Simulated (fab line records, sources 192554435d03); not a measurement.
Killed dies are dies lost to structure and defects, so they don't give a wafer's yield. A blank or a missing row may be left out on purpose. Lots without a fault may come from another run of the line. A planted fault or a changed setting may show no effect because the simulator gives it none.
Chamber matching | flow n5_finfet | N5_BEOL_M10_CMP_52 on cmp-04: 4 sister chambers
The step polishes, stops on SiCOH lowk, t overpolish 7 s, target thk 140 nm. 22 wafers are shown with their chamber, then 11 later ones without.

WAFERS WITH THEIR CHAMBER
wafer  | chamber | motor_current_A (A) | overpolish_run_s (s) | clearing_platen_down_force_psi (psi)
L074.3 | 2       | 6.0                 | 7.008                | 1.500
L074.5 | 3       | 6.1                 | 6.989                | 1.496
L074.6 | 2       | 5.9                 | 7.003                | 1.503
L075.2 | 2       | 6.5                 | 6.998                | 1.494
L075.4 | 0       | 6.0                 | 7.004                | 1.500
L075.6 | 1       | 6.1                 | 7.002                | 1.503
L076.1 | 0       | 6.4                 | 7.006                | 1.501
L076.4 | 2       | 6.1                 | 7.011                | 1.499
L076.5 | 3       | 6.2                 | 6.982                | 1.498
L077.1 | 2       | 6.1                 | 6.998                | 1.506
L077.4 | 0       | 6.4                 | 7.004                | 1.497
L077.6 | 2       | 5.8                 | 6.982                | 1.498
L079.1 | 2       | 6.2                 | 7.001                | 1.497
L079.2 | 3       | 5.7                 | 7.008                | 1.497
L079.3 | 1       | 6.1                 | 6.994                | 1.501
L083.2 | 1       | 6.0                 | 6.992                | 1.498
L083.4 | 3       | 6.0                 | 6.984                | 1.497
L083.6 | 2       | 6.0                 | 6.992                | 1.505
L085.1 | 1       | 5.7                 | 6.997                | 1.503
L085.2 | 3       | 6.2                 | 7.012                | 1.496
L085.5 | 0       | 6.4                 | 7.005                | 1.503
L087.1 | 1       | 5.6                 | 6.981                | 1.494

SIGNATURES (means of the wafers above)
reading                        | chamber 0 | chamber 1 | chamber 2 | chamber 3 | scatter within a chamber
motor_current_A                | 6.300     | 5.900     | 6.075     | 6.040     | 0.214
overpolish_run_s               | 7.00475   | 6.99320   | 6.99913   | 6.99500   | 0.00947
clearing_platen_down_force_psi | 1.50025   | 1.49980   | 1.50025   | 1.49680   | 0.00333
Rule: a wafer's distance from a chamber is the root of the sum, over the readings, of the square of ((its reading less the chamber's mean) divided by the reading's scatter). The wafer belongs to the nearest chamber; if the next one is less than 2 further off, it can't be placed. The scatter: the root of (the sum of the squares of (reading less its chamber's mean) over the shown wafers, divided by (wafers less chambers)).

WAFERS WITHOUT THEIR CHAMBER
wafer  | motor_current_A (A) | overpolish_run_s (s) | clearing_platen_down_force_psi (psi)
L087.4 | 6.2                 | 7.020                | 1.499
L087.5 | 6.2                 | 6.999                | 1.496
L093.1 | 5.6                 | 7.002                | 1.495
L093.4 | 5.9                 | 7.008                | 1.502
L093.6 | 6.0                 | 6.994                | 1.500
L092.1 | 6.2                 | 6.985                | 1.495
L092.3 | 5.8                 | 6.995                | 1.502
L092.4 | 6.2                 | 6.986                | 1.506
L097.1 | 6.3                 | 6.988                | 1.498
L097.5 | 6.0                 | 6.980                | 1.494
L097.6 | 6.0                 | 7.003                | 1.496

WHICH CHAMBER EACH WENT THROUGH
wafer  | from the rows above               | in truth
L087.4 | can't be placed: 0 or 2 or 3 or 1 | 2
L087.5 | can't be placed: 3 or 2 or 0 or 1 | 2
L093.1 | can't be placed: 1 or 3 or 2 or 0 | 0
L093.4 | can't be placed: 2 or 1 or 0 or 3 | 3
L093.6 | can't be placed: 1 or 2 or 3 or 0 | 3
L092.1 | can't be placed: 3 or 1 or 2 or 0 | 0
L092.3 | can't be placed: 1 or 2 or 3 or 0 | 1
L092.4 | can't be placed: 2 or 1 or 0 or 3 | 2
L097.1 | can't be placed: 3 or 2 or 0 or 1 | 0
L097.5 | can't be placed: 3 or 1 or 2 or 0 | 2
L097.6 | can't be placed: 3 or 2 or 1 or 0 | 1
Placed correctly: 0 of 11. Can't be placed from these rows: 11 (the true chamber is among the candidates in 11). Placed wrongly: 0.
